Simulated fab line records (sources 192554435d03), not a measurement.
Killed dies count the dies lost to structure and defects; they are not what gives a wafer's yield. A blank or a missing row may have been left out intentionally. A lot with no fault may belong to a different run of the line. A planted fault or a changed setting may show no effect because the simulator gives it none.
Chamber matching + flow n5_finfet + N5_BEOL_M0_SAQP_SPACER1_ALD_98 on ald_sin-03: 4 sister chambers
The step deposits SiO2, target thk 12.8 nm, pulse time 1 s, purge time 2 s. 4 wafers are shown with their chamber, then 7 later ones without.

== WAFERS WITH THEIR CHAMBER ==
| wafer  | chamber | heater_power_w (W) |
|--------|---------|--------------------|
| L082.6 | 0       | 447                |
| L086.1 | 3       | 432                |
| L090.1 | 1       | 432                |
| L090.5 | 2       | 541                |

== WAFERS WITH NO CHAMBER GIVEN ==
| wafer  | heater_power_w (W) |
|--------|--------------------|
| L090.6 | 433                |
| L091.2 | 438                |
| L091.3 | 441                |
| L091.4 | 449                |
| L095.1 | 459                |
| L095.3 | 450                |
| L095.6 | 449                |

== THE CHAMBER EACH PASSED THROUGH ==
| wafer  | from the rows above          | in truth |
|--------|------------------------------|----------|
| L090.6 | can't be placed: 1 or 3      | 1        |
| L091.2 | can't be placed: 1 or 3 or 0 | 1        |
| L091.3 | can't be placed: 0 or 1 or 3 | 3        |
| L091.4 | 0                            | 0        |
| L095.1 | 0                            | 0        |
| L095.3 | 0                            | 0        |
| L095.6 | 0                            | 0        |
Correct placement for 4 of the 7. From these rows, 3 cannot be placed; in 3 the true chamber is one of the candidates. Placed wrongly: 0.
How it was worked out, from the rows above alone: a wafer's distance from a chamber is the root of the sum, over the readings, of the square of ((its reading less the chamber's mean) divided by the reading's scatter). The wafer belongs to the nearest chamber; if the next one is less than 2 further off, it can't be placed. Each chamber's mean is taken over the wafers shown for it. The scatter: with one shown wafer a chamber, the root of the mean of the squares of how far each hidden wafer lies from its nearest shown one.
